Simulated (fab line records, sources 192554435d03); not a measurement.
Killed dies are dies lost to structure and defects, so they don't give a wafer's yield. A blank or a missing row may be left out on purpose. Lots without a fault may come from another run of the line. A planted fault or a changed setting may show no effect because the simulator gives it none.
fab line records | flow n5_finfet
record lots=7 wafers=21
route steps=1938 shown BEOL_M6@1198 BEOL_M8@1370 BEOL_M9@1446
start_h: hours from the record's first day to the start of the lot's first wafer shown | wait_h: hours since the lot's step before | " the same as in the row above | L1.1+2: a row that stands for several wafers | - no value, or no start given | * or withheld: withheld | < > ~ a bound
route shown NAME@n: a module of which the file shows steps, and the number in the route of the first | usual: mean/standard deviation of fault-free wafers | same: alike in all rows | chamber/n: place in a boat | sites: the reading at each site | _std_site: their standard deviation | _edge_site: outer sites' mean less inner sites' | radius_mm: how far each site lies from the wafer's centre | mask NAME#n: copy n | behind: the tool/chamber that last shaped the wafer | hold: why the lot was held/for how many hours/how that ended | device: the transistor (n, p or np) that didn't switch | end of line: the same wafers' tests at the end of the route | a step without rows: its recipe alone | killed: dies lost to structure and defects at the first sort, not the wafer's yield | map: a wafer's dies, x killed, . not, _ none there
set.NAME: the setting as run; set.NAME@STEP: as run at that earlier step | model.NAME: the simulator's own value behind a step, which no gauge read
lots whose settings were changed on purpose; a table a step, a row a wafer
## steps
# step N5_BEOL_M6_HM_DEP_02
# recipe material=TiN target_thk_a=200 temp_c=25 chamber_pressure_pa=0.49996
# columns lot.wafer tool chamber start_h wait_h set.target_thk_a model.TiN_of_BEOL_M6_HM_DEP_02.thk_nm
L075.2 pvd_sputter-01 - 248.36 1.7 200 20.8
L075.5 " - " " 213.4 22.2
L075.6 " - " " 200 20.4
L081.1 pvd_sputter-01 - 268.84 1.2 200 19.8
L081.2 " - " " 178.4 18
L081.5 " - " " 200 20.4
L086.2+3 pvd_sputter-02 - 295.22 1.5 200 19.6
L086.6 " - " " 200 19.4
L084.2+3 pvd_sputter-01 - 299.94 1.4 210.9 21.2
L084.6 " - " " 200 20
L091.2+3+5 pvd_sputter-02 - 325.90 0.7 200 20
L090.2+6 pvd_sputter-03 - 330.12 1.1 200 20
L090.5 " - " " 200 20.4
L097.1+2 pvd_sputter-01 - 395.94 0.7 200 20.2
L097.4 " - " " 200 20
# step N5_BEOL_M6_COAT_59
# recipe resist=SOC temp_c=250 time_s=60 spin_rpm=1500 resist_thk_nm=100
# step N5_BEOL_M6_COAT_60
# recipe resist=SiARC temp_c=220 time_s=60 spin_rpm=1500 resist_thk_nm=35
# step N5_BEOL_M6_STRIP_68
# recipe chemistry=N2/H2 temp_c=40 n2_flow_sccm=200 h2_flow_sccm=200 rf_frequency_hz=6e+07
# step N5_BEOL_M6_STRIP_67
# recipe chemistry=CF4 resist=SiARC power_w=300 bias_power_w=75 pressure_mtorr=50 cf4_flow_sccm=150 rf_frequency_hz=6e+07
# step N5_BEOL_M6_HM_OPEN_17
# recipe chemistry=Cl2/BCl3 target_depth_a=200 overetch_a=60 target=TiN mask_material=SOC ion_energy_ev=150 pressure_mtorr=10 icp_w=1000 bias_w=126 Cl2_flow_sccm=53.25 bcl3_flow_sccm=21.75 Ar_flow_sccm=25
# columns lot.wafer tool chamber start_h wait_h set.target_thk_a@BEOL_M6_HM_DEP_02 model.etch.depth_nm
L075.2 rie_metal-02 1 249.65 0.1 200 20.75
L075.5 " 1 " " 213.4 22.18
L075.6 " 1 " " 200 20.45
L081.1 rie_metal-01 0 269.70 0.0 200 19.88
L081.2 " 1 " " 178.4 18.03
L081.5 " 0 " " 200 20.33
L086.2 rie_metal-03 0 296.52 0.0 200 19.57
L086.3 " 0 " " 200 19.54
L086.6 " 0 " " 200 19.49
L084.2 rie_metal-02 0 300.81 0.0 210.9 21.25
L084.3 " 0 " " 210.9 21.11
L084.6 " 0 " " 200 20.01
L091.2 rie_metal-03 1 326.76 0.0 200 19.94
L091.3 " 0 " " 200 19.92
L091.5 " 0 " " 200 19.93
L090.2 rie_metal-03 0 330.98 0.0 200 20.03
L090.5 " 0 " " 200 20.44
L090.6 " 1 " " 200 20.02
L097.1 rie_metal-01 1 396.80 0.0 200 20.24
L097.2 " 0 " " 200 20.14
L097.4 " 1 " " 200 19.96
# step N5_BEOL_M6_TRENCH_ETCH_37
# recipe chemistry=C4F6/O2 target_depth_a=944.35 target=SiCOH_lowk time_s=31.5 ion_energy_ev=250 pressure_mtorr=30 source_w=345 bias_w=185 Ar_flow_sccm=300 C4F6_flow_sccm=10 O2_flow_sccm=10
# columns lot.wafer tool chamber start_h wait_h set.time_s set.target_thk_a@BEOL_M6_HM_DEP_02 model.BEOL_M6.feature_depth_nm model.etch.depth_nm model.TiN_of_BEOL_M6_HM_DEP_02.thk_nm
L075.2 rie_diel-06 2 - - 34.26 200 98.2 98.24 18
L075.5 " 0 " " 31.5 213.4 93 92.91 19.4
L075.6 " 1 " " 34.26 200 102 102 17.6
L081.1 rie_diel-02 2 - - 31.5 200 97.6 97.62 17
L081.2 " 1 " " 29.43 178.4 86 86.02 15.6
L081.5 " 2 " " 29.43 200 90.6 90.66 17.8
L086.2 rie_diel-06 0 - - 31.5 200 92.8 92.86 16.8
L086.3 " 3 " " 31.5 200 94.4 94.41 16.8
L086.6 " 0 " " 31.5 200 94.2 94.11 16.8
L084.2 rie_diel-06 1 - - 31.5 210.9 94 93.93 18.6
L084.3 " 0 " " 27.2 210.9 81.4 81.31 18.8
L084.6 " 3 " " 27.2 200 80.8 80.87 17.6
L091.2 rie_diel-03 2 - - 26.8 200 78.4 78.39 17.8
L091.3 " 3 " " 31.5 200 95.8 95.7 17.2
L091.5 " 0 " " 26.8 200 83.2 83.11 17.6
L090.2 rie_diel-06 2 - - 31.5 200 96.8 96.79 17.2
L090.5 " 2 " " 31.5 200 97.2 97.15 17.6
L090.6 " 1 " " 31.5 200 95 94.93 17.4
L097.1 rie_diel-06 3 - - 36.33 200 108.8 108.8 17.2
L097.2 " 1 " " 36.33 200 109.8 109.8 17
L097.4 " 1 " " 31.5 200 95 95.05 17.2
# step N5_BEOL_M6_ETCH_41
# recipe chemistry=CH3F/O2 target=SiCN target_depth_a=297 taper_deg=2 time_s=52 ion_energy_ev=120 mask_material=TiN pressure_mtorr=30 source_w=395 bias_w=75 Ar_flow_sccm=150 CH3F_flow_sccm=30 O2_flow_sccm=20
# step N5_BEOL_M6_STRIP_80
# recipe chemistry=N2/H2 time_s=10 power_w=450 temp_c=40 pressure_mtorr=20 rf_frequency_hz=6e+07 bias_power_w=7 n2_flow_sccm=200 h2_flow_sccm=200
# step N5_BEOL_M6_OCD_MEAS_38
# usual trench_depth_nm=94.7/2
# columns lot.wafer tool chamber start_h wait_h set.time_s@BEOL_M6_TRENCH_ETCH_37 trench_depth_nm
L075.2 ocd-02 - 252.18 - 34.26 98.4
L075.5 " - " " 31.5 92.8
L075.6 " - " " 34.26 101.8
L081.1 ocd-02 - 274.11 - 31.5 97.3
L081.2 " - " " 29.43 86.1
L081.5 " - " " 29.43 90.6
L086.2 ocd-01 - 299.47 - 31.5 92.9
L086.3 " - " " 31.5 94.9
L086.6 " - " " 31.5 94.1
L084.2 ocd-02 - 302.01 - 31.5 94.3
L084.3 " - " " 27.2 81.2
L084.6 " - " " 27.2 80.9
L091.2 ocd-02 - 329.23 - 26.8 78.3
L091.3 " - " " 31.5 95.0
L091.5 " - " " 26.8 83.2
L090.2 ocd-02 - 335.38 - 31.5 96.8
L090.5 " - " " 31.5 97.5
L090.6 " - " " 31.5 95.0
L097.1 ocd-02 - 398.60 - 36.33 108.3
L097.2 " - " " 36.33 109.7
L097.4 " - " " 31.5 94.7
# step N5_BEOL_M6_HM_STRIP_39
# recipe chemistry=peroxide_tin_strip material=TiN target_depth_a=250 temp_c=50 time_s=158
# step N5_BEOL_M6_SRD_40
# recipe time_s=30 temp_c=23 rinse_liquid=diw dry=ipa_marangoni
# step N5_BEOL_M6_ECD_50
# recipe material=Cu target_thk_a=3000
# step N5_BEOL_M6_ANNEAL_51
# recipe temp_c=225 time_s=90 ambient=N2
# step N5_BEOL_M6_CMP_52
# recipe stop_on=SiCOH_lowk t_overpolish_s=6.9 down_force_psi=1 platen_rpm=50 clearing_platen_down_force_psi=1.5 clearing_platen_rpm=50 post_cmp_clean=cu_alkaline target_thk_nm=80 clearing_platen_pad_velocity_m_s=0.99484 pad_velocity_m_s=0.99484
# columns lot.wafer tool chamber start_h wait_h set.time_s@BEOL_M6_TRENCH_ETCH_37 model.Cu_of_BEOL_M6_ECD_50.thk_nm
L075.2 cmp-02 1 256.16 0.3 34.26 84.6
L075.5 " 2 " " 31.5 79.4
L075.6 " 3 " " 34.26 87.6
L081.2 cmp-04 2 277.12 0.4 29.43 73.2
L081.1 " 3 " " 31.5 83.8
L081.5 " 0 " " 29.43 76.4
L086.3 cmp-01 3 301.67 0.2 31.5 80.8
L086.2 " 0 " " 31.5 77.4
L086.6 " 3 " " 31.5 78.6
L084.3 cmp-01 2 305.29 0.2 27.2 66.8
L084.2 " 1 " " 31.5 79
L084.6 " 3 " " 27.2 65.8
L091.2 cmp-04 0 331.60 0.2 26.8 65
L091.3 " 2 " " 31.5 81.8
L091.5 " 1 " " 26.8 68.6
L090.2 cmp-02 2 337.54 0.3 31.5 83.2
L090.6 " 1 " " 31.5 80.6
L090.5 " 2 " " 31.5 82.6
L097.4 cmp-01 2 400.88 0.2 31.5 80
L097.2 " 0 " " 36.33 95.4
L097.1 " 1 " " 36.33 93.6
# step N5_BEOL_M6_THK_MEAS_53
# recipe thk_meas_gauge=xrf reads=Cu_of_BEOL_M6_ECD_50
# usual M6_THK=79.6/2.1
# columns lot.wafer tool chamber start_h wait_h set.time_s@BEOL_M6_TRENCH_ETCH_37 M6_THK[nm]
L075.2 film_metro-01 - 256.34 - 34.26 83.0
L075.5 " - " " 31.5 77.7
L075.6 " - " " 34.26 85.9
L081.1 film_metro-02 - 277.33 - 31.5 83.6
L081.2 " - " " 29.43 72.7
L081.5 " - " " 29.43 76.2
L086.2 film_metro-02 - 301.93 - 31.5 76.4
L086.3 " - " " 31.5 79.7
L086.6 " - " " 31.5 77.9
L084.2 film_metro-01 - 305.59 - 31.5 78.2
L084.3 " - " " 27.2 66.3
L084.6 " - " " 27.2 64.7
L091.2 film_metro-01 - 331.89 - 26.8 64.2
L091.3 " - " " 31.5 81.0
L091.5 " - " " 26.8 67.9
L090.2 film_metro-01 - 337.80 - 31.5 81.6
L090.5 " - " " 31.5 81.6
L090.6 " - " " 31.5 79.6
L097.1 film_metro-01 - 401.18 - 36.33 92.6
L097.2 " - " " 36.33 94.3
L097.4 " - " " 31.5 78.8
# step N5_BEOL_M6_PRE_CLEAN_55
# recipe gas=NH3 time_s=15 temp_c=withheld rf_power_w=300
# step N5_BEOL_M6_DEP_56
# recipe material=SiCN target_thk_a=100 temp_c=withheld precursor=3MS/NH3 pressure_torr=3 rf_w=202 time_s=17.5
# step N5_BEOL_M6_RS_MEAS_57
# recipe thk_meas_gauge=four-point-probe reads=Cu_of_BEOL_M6_ECD_50+Co_of_BEOL_M6_CVD_78+TaN_of_BEOL_M6_ALD_77
# usual M6_RS=0.284/0.0085
# columns lot.wafer tool chamber start_h wait_h set.time_s@BEOL_M6_TRENCH_ETCH_37 M6_RS[ohm/sq]
L075.2 film_metro-02 - 256.47 0.1 34.26 0.267
L075.5 " - " " 31.5 0.288
L075.6 " - " " 34.26 0.257
L081.1 film_metro-01 - 277.46 0.1 31.5 0.270
L081.2 " - " " 29.43 0.317
L081.5 " - " " 29.43 0.301
L086.2 film_metro-02 - 302.06 0.1 31.5 0.298
L086.3 " - " " 31.5 0.282
L086.6 " - " " 31.5 0.292
L084.2 film_metro-01 - 305.72 0.1 31.5 0.290
L084.3 " - " " 27.2 0.354
L084.6 " - " " 27.2 0.361
L091.2 film_metro-02 - 332.02 0.1 26.8 0.366
L091.3 " - " " 31.5 0.278
L091.5 " - " " 26.8 0.342
L090.2 film_metro-02 - 337.93 0.1 31.5 0.273
L090.5 " - " " 31.5 0.275
L090.6 " - " " 31.5 0.283
L097.1 film_metro-01 - 401.31 0.1 36.33 0.238
L097.2 " - " " 36.33 0.233
L097.4 " - " " 31.5 0.286
# step N5_BEOL_M8_ETCH_65
# recipe chemistry=CF4 target=SiARC target_depth_a=156 mask_material=CAR-EUV time_s=26 ion_energy_ev=80 pressure_mtorr=40 source_w=545 bias_w=36 Ar_flow_sccm=100 cf4_flow_sccm=100 ends=cleared
# usual etch_rf_on_time_s=25.7/0.6 rf_vpp_V=184.2/1.2
# columns lot.wafer tool chamber start_h wait_h set.source_w etch_rf_on_time_s rf_vpp_V
L075.2 rie_diel-03 3 273.56 0.0 599.2 23.7 179.8
L075.5 " 0 " " 599.2 22.9 178.7
L075.6 " 3 " " 545 26.0 184.9
L081.1 rie_diel-03 3 289.86 0.0 503.5 27.7 190.6
L081.2 " 0 " " 545 25.1 182.9
L081.5 " 3 " " 503.5 27.7 190.8
L086.2 rie_diel-06 0 316.23 0.0 545 26.0 184.3
L086.3 " 2 " " 545 25.7 183.4
L086.6 " 2 " " 545 25.6 185.0
L084.2 rie_diel-03 3 324.51 0.0 575.8 24.8 182.5
L084.3 " 2 " " 545 26.5 182.8
L084.6 " 1 " " 575.8 23.8 182.1
L091.2 rie_diel-03 0 343.06 0.0 545 24.6 182.9
L091.3 " 3 " " 577.9 24.5 180.7
L091.5 " 0 " " 545 25.0 185.0
L090.2 rie_diel-06 3 353.18 0.0 495.6 28.6 191.9
L090.5 " 0 " " 545 26.2 184.9
L090.6 " 2 " " 495.6 27.8 189.5
L097.1 rie_diel-06 3 414.49 0.0 595.7 24.2 178.8
L097.2 " 2 " " 595.7 23.5 178.3
L097.4 " 2 " " 545 25.7 185.3
# step N5_BEOL_M8_TRENCH_ETCH_37
# recipe chemistry=C4F6/O2 target_depth_a=934.78 target=SiCOH_lowk time_s=31.2 ion_energy_ev=250 pressure_mtorr=30 source_w=345 bias_w=185 Ar_flow_sccm=300 C4F6_flow_sccm=10 O2_flow_sccm=10
# columns lot.wafer tool chamber start_h wait_h set.time_s model.etch.depth_nm model.BEOL_M8.feature_depth_nm
L075.2 rie_diel-03 3 - - 31.2 94.5 94.4
L075.5 " 0 " " 31.2 96.52 96.6
L075.6 " 3 " " 31.2 95 95
L081.1 rie_diel-03 3 - - 31.2 94.02 94
L081.2 " 0 " " 31.2 95.86 95.8
L081.5 " 3 " " 37.51 113.5 113.4
L086.2 rie_diel-06 0 - - 31.2 92.62 92.6
L086.3 " 2 " " 31.2 94.04 94
L086.6 " 2 " " 31.2 94.28 94.2
L084.2 rie_diel-03 3 - - 37.52 112.7 112.6
L084.3 " 2 " " 31.2 91.17 91.2
L084.6 " 1 " " 37.52 115.5 115.6
L091.2 rie_diel-03 0 - - 31.2 96.22 96.2
L091.3 " 3 " " 31.2 94.11 94.2
L091.5 " 0 " " 31.2 96.99 97
L090.2 rie_diel-06 3 - - 35.92 107.6 107.6
L090.5 " 0 " " 35.92 106.4 106.4
L090.6 " 2 " " 31.2 94.39 94.4
L097.1 rie_diel-06 3 - - 25.4 75.86 75.8
L097.2 " 2 " " 31.2 94.39 94.4
L097.4 " 2 " " 31.2 94.88 94.8
# step N5_BEOL_M8_ETCH_41
# recipe chemistry=CH3F/O2 target=SiCN target_depth_a=319 taper_deg=2 time_s=57.8 ion_energy_ev=120 mask_material=TiN pressure_mtorr=30 source_w=395 bias_w=75 Ar_flow_sccm=150 CH3F_flow_sccm=30 O2_flow_sccm=20
# step N5_BEOL_M8_STRIP_80
# recipe chemistry=N2/H2 time_s=10 power_w=450 temp_c=40 pressure_mtorr=20 rf_frequency_hz=6e+07 bias_power_w=7 n2_flow_sccm=200 h2_flow_sccm=200
# step N5_BEOL_M8_OCD_MEAS_38
# usual trench_depth_nm=94.0/1.9
# columns lot.wafer tool chamber start_h wait_h set.time_s@BEOL_M8_TRENCH_ETCH_37 trench_depth_nm
L075.2 ocd-02 - 273.94 - 31.2 94.7
L075.5 " - " " 31.2 96.7
L075.6 " - " " 31.2 95.1
L081.1 ocd-01 - 290.24 - 31.2 93.9
L081.2 " - " " 31.2 95.5
L081.5 " - " " 37.51 113.3
L086.2 ocd-01 - 316.61 - 31.2 92.2
L086.3 " - " " 31.2 93.8
L086.6 " - " " 31.2 94.6
L084.2 ocd-02 - 324.89 - 37.52 112.1
L084.3 " - " " 31.2 90.8
L084.6 " - " " 37.52 115.2
L091.2 ocd-01 - 343.44 - 31.2 96.3
L091.3 " - " " 31.2 93.8
L091.5 " - " " 31.2 96.8
L090.2 ocd-02 - 353.56 - 35.92 107.4
L090.5 " - " " 35.92 106.3
L090.6 " - " " 31.2 94.1
L097.1 ocd-02 - 415.04 - 25.4 76.1
L097.2 " - " " 31.2 94.6
L097.4 " - " " 31.2 95.0
# step N5_BEOL_M8_HM_STRIP_39
# recipe chemistry=peroxide_tin_strip material=TiN target_depth_a=250 temp_c=50 time_s=158
# step N5_BEOL_M8_SRD_40
# recipe time_s=30 temp_c=23 rinse_liquid=diw dry=ipa_marangoni
# step N5_BEOL_M8_ECD_50
# recipe material=Cu target_thk_a=3000
# step N5_BEOL_M8_ANNEAL_51
# recipe temp_c=225 time_s=90 ambient=N2
# step N5_BEOL_M8_CMP_52
# recipe stop_on=SiCOH_lowk t_overpolish_s=6.9 down_force_psi=1 platen_rpm=50 clearing_platen_down_force_psi=1.5 clearing_platen_rpm=50 post_cmp_clean=cu_alkaline target_thk_nm=80 clearing_platen_pad_velocity_m_s=0.99484 pad_velocity_m_s=0.99484
# columns lot.wafer tool chamber start_h wait_h set.time_s@BEOL_M8_TRENCH_ETCH_37 model.Cu_of_BEOL_M8_ECD_50.thk_nm
L075.2 cmp-03 0 276.41 0.2 31.2 82
L075.5 " 0 " " 31.2 83.6
L075.6 " 1 " " 31.2 83
L081.2 cmp-02 0 292.20 0.3 31.2 84
L081.1 " 2 " " 31.2 81
L081.5 " 3 " " 37.51 100.2
L086.3 cmp-04 0 319.34 0.2 31.2 80.4
L086.2 " 1 " " 31.2 79
L086.6 " 2 " " 31.2 80.6
L084.3 cmp-04 2 328.19 0.2 31.2 79.4
L084.2 " 3 " " 37.52 100
L084.6 " 1 " " 37.52 102
L091.2 cmp-04 0 345.95 0.3 31.2 82.8
L091.3 " 1 " " 31.2 80
L091.5 " 3 " " 31.2 83
L090.2 cmp-02 0 357.52 0.3 35.92 94.4
L090.6 " 2 " " 31.2 81
L090.5 " 3 " " 35.92 92.8
L097.4 cmp-02 1 418.21 0.1 31.2 83.4
L097.1 " 2 " " 25.4 65.2
L097.2 " 0 " " 31.2 82.8
# step N5_BEOL_M8_THK_MEAS_53
# recipe thk_meas_gauge=xrf reads=Cu_of_BEOL_M8_ECD_50
# usual M8_THK=80.4/2
# columns lot.wafer tool chamber start_h wait_h set.time_s@BEOL_M8_TRENCH_ETCH_37 M8_THK[nm]
L075.2 film_metro-02 - 276.71 - 31.2 81.7
L075.5 " - " " 31.2 83.2
L075.6 " - " " 31.2 82.3
L081.1 film_metro-02 - 292.46 - 31.2 79.8
L081.2 " - " " 31.2 82.9
L081.5 " - " " 37.51 98.6
L086.2 film_metro-01 - 319.56 - 31.2 77.9
L086.3 " - " " 31.2 78.8
L086.6 " - " " 31.2 79.2
L084.2 film_metro-01 - 328.41 - 37.52 99.1
L084.3 " - " " 31.2 79.0
L084.6 " - " " 37.52 101.3
L091.2 film_metro-01 - 346.17 - 31.2 82.8
L091.3 " - " " 31.2 79.7
L091.5 " - " " 31.2 82.6
L090.2 film_metro-01 - 357.74 - 35.92 93.1
L090.5 " - " " 35.92 91.4
L090.6 " - " " 31.2 79.4
L097.1 film_metro-02 - 418.51 - 25.4 65.5
L097.2 " - " " 31.2 83.3
L097.4 " - " " 31.2 84.0
# step N5_BEOL_M8_PRE_CLEAN_55
# recipe gas=NH3 time_s=15 temp_c=withheld rf_power_w=300
# step N5_BEOL_M8_DEP_56
# recipe material=SiCN target_thk_a=100 temp_c=withheld precursor=3MS/NH3 pressure_torr=3 rf_w=202 time_s=17.5
# step N5_BEOL_M8_RS_MEAS_57
# recipe thk_meas_gauge=four-point-probe reads=Cu_of_BEOL_M8_ECD_50+Co_of_BEOL_M8_CVD_78+TaN_of_BEOL_M8_ALD_77
# usual M8_RS=0.281/0.0078
# columns lot.wafer tool chamber start_h wait_h set.time_s@BEOL_M8_TRENCH_ETCH_37 M8_RS[ohm/sq]
L075.2 film_metro-01 - 276.84 0.1 31.2 0.278
L075.5 " - " " 31.2 0.271
L075.6 " - " " 31.2 0.275
L081.1 film_metro-01 - 292.59 0.1 31.2 0.281
L081.2 " - " " 31.2 0.270
L081.5 " - " " 37.51 0.220
L086.2 film_metro-02 - 319.69 0.1 31.2 0.291
L086.3 " - " " 31.2 0.284
L086.6 " - " " 31.2 0.284
L084.2 film_metro-02 - 328.54 0.1 37.52 0.220
L084.3 " - " " 31.2 0.288
L084.6 " - " " 37.52 0.215
L091.2 film_metro-02 - 346.30 0.1 31.2 0.274
L091.3 " - " " 31.2 0.286
L091.5 " - " " 31.2 0.274
L090.2 film_metro-02 - 357.89 0.1 35.92 0.236
L090.5 " - " " 35.92 0.240
L090.6 " - " " 31.2 0.282
L097.1 film_metro-01 - 418.64 0.1 25.4 0.365
L097.2 " - " " 31.2 0.275
L097.4 " - " " 31.2 0.273
# step N5_BEOL_M9_TRENCH_ETCH_37
# recipe chemistry=C4F6/O2 target_depth_a=1514.3 target=SiCOH_lowk time_s=49 ion_energy_ev=250 pressure_mtorr=30 source_w=345 bias_w=185 Ar_flow_sccm=300 C4F6_flow_sccm=10 O2_flow_sccm=10
# usual rf_vpp_V=661/15
# columns lot.wafer tool chamber start_h wait_h set.bias_w rf_vpp_V
L075.2 rie_diel-01 0 - - 185 696
L075.5 " 3 " " 185 658
L075.6 " 2 " " 185 665
L081.1 rie_diel-04 3 - - 185 670
L081.2 " 2 " " 185 634
L081.5 " 1 " " 185 660
L086.2 rie_diel-04 2 - - 185 635
L086.3 " 0 " " 185 672
L086.6 " 0 " " 185 673
L084.2 rie_diel-05 1 - - 185 662
L084.3 " 3 " " 185 653
L084.6 " 1 " " 185 662
L091.2 rie_diel-04 3 - - 185 671
L091.3 " 1 " " 152.3 564
L091.5 " 2 " " 152.3 544
L090.2 rie_diel-05 3 - - 185 653
L090.5 " 1 " " 185 662
L090.6 " 2 " " 185 652
L097.1 rie_diel-04 3 - - 185 669
L097.2 " 2 " " 185 633
L097.4 " 2 " " 217.1 719
## key
split step=N5_BEOL_M6_HM_DEP_02 setting=target_thk_a stated=200 by=wafer
response step=N5_BEOL_M6_HM_DEP_02 reading=model.TiN_of_BEOL_M6_HM_DEP_02.thk_nm change=+0.209 per=1% r=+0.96
response step=N5_BEOL_M6_HM_OPEN_17 reading=model.etch.depth_nm change=+0.206 per=1% r=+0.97
response step=N5_BEOL_M6_TRENCH_ETCH_37 reading=model.TiN_of_BEOL_M6_HM_DEP_02.thk_nm change=+0.189 per=1% r=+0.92
split step=N5_BEOL_M6_TRENCH_ETCH_37 setting=time_s stated=31.5 by=wafer
response step=N5_BEOL_M6_TRENCH_ETCH_37 reading=model.BEOL_M6.feature_depth_nm change=+0.972 per=1% r=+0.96
response step=N5_BEOL_M6_TRENCH_ETCH_37 reading=model.etch.depth_nm change=+0.97 per=1% r=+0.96
response step=N5_BEOL_M6_OCD_MEAS_38 reading=trench_depth_nm change=+0.963 per=1% r=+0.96
response step=N5_BEOL_M6_CMP_52 reading=model.Cu_of_BEOL_M6_ECD_50.thk_nm change=+0.965 per=1% r=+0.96
response step=N5_BEOL_M6_THK_MEAS_53 reading=M6_THK change=+0.97 per=1% r=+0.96
response step=N5_BEOL_M6_RS_MEAS_57 reading=M6_RS change=-0.00436 per=1% r=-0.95
split step=N5_BEOL_M8_ETCH_65 setting=source_w stated=545 by=wafer
response step=N5_BEOL_M8_ETCH_65 reading=etch_rf_on_time_s change=* per=1% r=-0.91
response step=N5_BEOL_M8_ETCH_65 reading=rf_vpp_V change=-0.643 per=1% r=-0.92
split step=N5_BEOL_M8_TRENCH_ETCH_37 setting=time_s stated=31.2 by=wafer
response step=N5_BEOL_M8_TRENCH_ETCH_37 reading=model.etch.depth_nm change=+0.99 per=1% r=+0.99
response step=N5_BEOL_M8_TRENCH_ETCH_37 reading=model.BEOL_M8.feature_depth_nm change=+0.989 per=1% r=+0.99
response step=N5_BEOL_M8_OCD_MEAS_38 reading=trench_depth_nm change=+0.99 per=1% r=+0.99
response step=N5_BEOL_M8_CMP_52 reading=model.Cu_of_BEOL_M8_ECD_50.thk_nm change=+0.946 per=1% r=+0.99
response step=N5_BEOL_M8_THK_MEAS_53 reading=M8_THK change=+0.94 per=1% r=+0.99
response step=N5_BEOL_M8_RS_MEAS_57 reading=M8_RS change=-0.00352 per=1% r=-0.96
split step=N5_BEOL_M9_TRENCH_ETCH_37 setting=bias_w stated=185 by=wafer
response step=N5_BEOL_M9_TRENCH_ETCH_37 reading=rf_vpp_V change=+5.31 per=1% r=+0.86
